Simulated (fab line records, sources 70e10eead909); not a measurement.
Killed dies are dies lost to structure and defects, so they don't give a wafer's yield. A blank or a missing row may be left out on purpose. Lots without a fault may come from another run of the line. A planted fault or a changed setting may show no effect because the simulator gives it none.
Chamber matching | flow nand_harc | NHARC_A_STAIRCASE_DESCUM_11 on rie_diel-09: 4 sister chambers
The step chemistry O2, time 3 s. 4 wafers are shown with their chamber, then 9 later ones without.

WAFERS WITH THEIR CHAMBER
wafer  | chamber | showerhead_plenum_p_Torr (Torr)
L081.2 | 3       | 1.78
L091.4 | 0       | 1.81
L091.5 | 1       | 2.02
L091.6 | 2       | 2.04

WAFERS WITHOUT THEIR CHAMBER
wafer  | showerhead_plenum_p_Torr (Torr)
L095.1 | 1.77
L095.2 | 2.01
L095.3 | 2.03
L095.4 | 1.81
L095.5 | 1.77
L095.6 | 2.03
L096.1 | 1.81
L096.4 | 2.01
L096.6 | 1.77

WHICH CHAMBER EACH WENT THROUGH
wafer  | from the rows above     | in truth
L095.1 | 3                       | 3
L095.2 | 1                       | 1
L095.3 | can't be placed: 1 or 2 | 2
L095.4 | 0                       | 0
L095.5 | 3                       | 3
L095.6 | can't be placed: 1 or 2 | 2
L096.1 | 0                       | 0
L096.4 | 1                       | 1
L096.6 | 3                       | 3
Placed correctly: 7 of 9. Can't be placed from these rows: 2 (the true chamber is among the candidates in 2). Placed wrongly: 0.
How it was worked out, from the rows above alone: a wafer's distance from a chamber is the root of the sum, over the readings, of the square of ((its reading less the chamber's mean) divided by the reading's scatter). The wafer belongs to the nearest chamber; if the next one is less than 2 further off, it can't be placed. A chamber's mean is the mean of its shown wafers. The scatter: with one shown wafer a chamber, the root of the mean of the squares of how far each hidden wafer lies from its nearest shown one.
